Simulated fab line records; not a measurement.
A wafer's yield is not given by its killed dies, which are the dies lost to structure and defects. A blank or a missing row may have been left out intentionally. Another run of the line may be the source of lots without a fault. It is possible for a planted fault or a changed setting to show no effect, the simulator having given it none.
Which tool did it?	flow n5_finfet	12 lots, 36 wafers sampled, at 4 steps of a route of 1938

== WHAT EACH GAUGE READ, for each wafer ==
N5_MOL_CONTACT_COAG_OVL_MEAS_41.
lot	measured	on	VD_OVL (nm)
L075	day 5 08:22	overlay-01	2.1 0.9 2.0
L077	day 5 23:13	overlay-02	0.7 0.9 1.5
L079	day 6 08:50	overlay-01	1.3 2.1 1.4
L081	day 7 05:07	overlay-02	1.0 -0.7 1.2
L083	day 7 09:57	overlay-01	0.6 0.3 0.8
L085	day 8 04:31	overlay-01	0.3 0.4 -0.4
L087	day 8 10:50	overlay-01	0.0 -0.2 0.2
L088	day 9 04:22	overlay-01	1.2 0.6 1.6
L091	day 9 08:07	overlay-02	-0.7 -0.5 0.2
L093	day 9 23:15	overlay-01	-0.2 -1.1 -0.8
L095	day 10 18:04	overlay-01	0.7 2.3 0.3
L097	day 11 00:01	overlay-01	0.2 0.4 0.9

== TOOL THAT RAN EACH LOT (tool first, then ch and the chambers of the sampled wafers, then the start) ==
lot	N5_MOL_CONTACT_COAG_ALD_20	N5_MOL_CONTACT_COAG_PRE_CLEAN_142	N5_MOL_CONTACT_COAG_CMP_28
L075	ald_metal-02 ch 0,1,2, day 4 20:31	pvd_sputter-01, day 5 01:38	cmp-02 ch 1,2,3, day 5 04:19
L077	ald_metal-02 ch 1,3, day 5 12:44	pvd_sputter-03, day 5 17:32	cmp-01 ch 0,1, day 5 20:25
L079	ald_metal-04 ch 0,1,2, day 5 22:29	pvd_sputter-02, day 6 03:23	cmp-01 ch 0,1,2, day 6 06:23
L081	ald_metal-01 ch 0,3, day 6 15:25	pvd_sputter-02, day 6 23:43	cmp-03 ch 0,1,2, day 7 02:31
L083	ald_metal-04 ch 0,1,2, day 6 23:59	pvd_sputter-01, day 7 04:27	cmp-01 ch 1,2, day 7 07:05
L085	ald_metal-02 ch 1,2, day 7 20:07	pvd_sputter-01, day 7 23:21	cmp-01 ch 2,3, day 8 01:59
L087	ald_metal-01 ch 2,3, day 8 01:26	pvd_sputter-01, day 8 05:35	cmp-03 ch 0,1, day 8 08:18
L088	ald_metal-02 ch 0,1,3, day 8 17:11	pvd_sputter-03, day 8 23:04	cmp-02 ch 2,3, day 9 01:44
L091	ald_metal-02 ch 1,2, day 8 22:59	pvd_sputter-01, day 9 02:40	cmp-03 ch 1,2,3, day 9 05:25
L093	ald_metal-04 ch 0,1,2, day 9 14:02	pvd_sputter-01, day 9 17:53	cmp-02 ch 0,2, day 9 20:44
L095	ald_metal-02 ch 0,3, day 10 04:19	pvd_sputter-03, day 10 12:19	cmp-03 ch 0,3, day 10 15:10
L097	ald_metal-01 ch 0,1,2, day 10 13:36	pvd_sputter-01, day 10 18:43	cmp-02 ch 1,2,3, day 10 21:20
- N5_MOL_CONTACT_COAG_ALD_20: deposits TiN, target thk 1.5 nm, pulse time 1 s, purge time 3 s.
- N5_MOL_CONTACT_COAG_PRE_CLEAN_142: time 60 s.
- N5_MOL_CONTACT_COAG_CMP_28: polishes, stops on SiNx, t overpolish 0.85 s, target thk 14.522 nm.

== THE ANSWER, worked out from the rows above alone ==
Rule: the usual values come from the lots themselves. Put in order of their means at a reading, lots are off if they are a third of the lots or fewer, leave a main group of 4 or more, and stand apart from it by a gap of 3 or more times the standard deviation of the main group's means; of several such gaps the widest counts. The tables above print the reading to a certain number of digits; a main group whose means all agree to those digits is not used. A lot without any number at a reading at which 4 lots or more have one is off too. All remaining lots with rows at the step are treated as sound.
No lot is off at any reading shown: from this, nothing can be told.

== WHAT THE SIMULATOR PUT IN ==
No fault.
